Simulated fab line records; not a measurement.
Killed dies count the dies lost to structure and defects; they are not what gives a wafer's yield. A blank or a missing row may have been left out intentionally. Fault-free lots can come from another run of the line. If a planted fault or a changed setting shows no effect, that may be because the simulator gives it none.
Comparing a struck lot with a sound one | flow n5_finfet | 14 out of 1938 route steps
Sound: wafers L316.3, L316.4, L316.6. Wafers struck: L309.1, L309.5, L309.6. At the end, the cause is stated.
Per side, at each step with rows, come the tool, then ch with its chambers, and then its first start. Under that, the readings that differ: sound wafers | struck wafers | difference of the means | sigmas: that difference in standard deviations of wafers without a fault.
alike: readings with means less than 2 such deviations apart, plus words and numbers identical on both sides. not compared: withheld readings, readings lacking a value on some wafer, bounds such as >300 that could conceal the same value, and numbers that have no deviation in the record and whose values overlap.
The two part at a step that has a row with sigmas, a row that says differs or no value, or rows on one side only. Numbers that don't overlap but have no deviation are shown without sigmas and don't part them. Lack of a reading on every wafer of one side parts them only where that side has two or more wafers.

N5_BEOL_M11_ETCH_62: etches SOC in N2/H2, target depth 110 nm, overetch 22 nm, time 165 s.
  sound on rie_diel-04 ch 0,2,3, day 13 20:33; struck on rie_diel-02 ch 1,2, day 11 12:20
  alike: drypump_motor_current_A, n2_flow_sccm, oes_product_au, rf_vpp_V, showerhead_plenum_p_Torr, throttle_valve_pct
  not compared: rf_hours_counter_h
then, 1 step without rows for these wafers: N5_BEOL_M11_STRIP_68 (strips in N2/H2).
N5_BEOL_M11_STRIP_67: strips in CF4.
  sound on rie_diel-04 ch 0,2,3, day 13 20:42; struck on rie_diel-02 ch 1,2, day 11 12:28
  alike: cf4_flow_sccm, drypump_motor_current_A, oes_product_au, rf_vpp_V, showerhead_plenum_p_Torr, throttle_valve_pct
  not compared: rf_hours_counter_h
N5_BEOL_M11_HM_OPEN_17: chemistry Cl2/BCl3, target TiN, target depth 20 nm, overetch 6 nm.
  sound on rie_metal-01 ch 0,1, day 13 20:50; struck on rie_metal-01 ch 0,1, day 11 12:31
  alike: drypump_motor_current_A, mfc_ar_sccm, oes_ar_750_au, oes_product_au, throttle_valve_pct
  not compared: rf_hours_counter_h
N5_BEOL_M11_STRIP_19: strips in O2.
  sound on rie_diel-05 ch 2,3, day 13 20:55; struck on rie_diel-05 ch 1,2,3, day 11 12:37
  alike: drypump_motor_current_A, oes_product_au, rf_vpp_V, showerhead_plenum_p_Torr, throttle_valve_pct
  not compared: rf_hours_counter_h
N5_BEOL_M11_CD_MEAS_18: pitch 140 nm, target cd 70 nm.
  sound: cd_sem-01 at day 13 20:59; struck: cd_sem-02 at day 11 12:41
  alike: cd_nm
then, 6 steps without rows for these wafers: N5_BEOL_M11_COAT_63 (time 60 s, resist thk 100 nm); N5_BEOL_M11_COAT_64 (time 60 s, resist thk 30 nm); N5_BEOL_M11_COAT_22 (resist thk 90 nm); N5_BEOL_M11_EBR_24; N5_BEOL_M11_SOFTBAKE_23 (time 60 s); N5_BEOL_M11_EXPOSE_25 (exposes mask V10).
N5_BEOL_M11_PEB_26: peb time 60 s.
  struck on litho_track-02, day 11 23:27; sound on litho_track-02 ch 0, day 13 22:13
  no value came back on the struck wafers for chill_plate_temp_C (C), exhaust_pa (Pa); on the sound wafers chill_plate_temp_C (C) reads 23.01 22.82 22.86
then, 1 step without rows for these wafers: N5_BEOL_M11_DEVELOP_27 (develop time 30 s).

== WHERE THEY PART ==
Only at N5_BEOL_M11_PEB_26, within this record.

WHY: whatever the simulator had introduced
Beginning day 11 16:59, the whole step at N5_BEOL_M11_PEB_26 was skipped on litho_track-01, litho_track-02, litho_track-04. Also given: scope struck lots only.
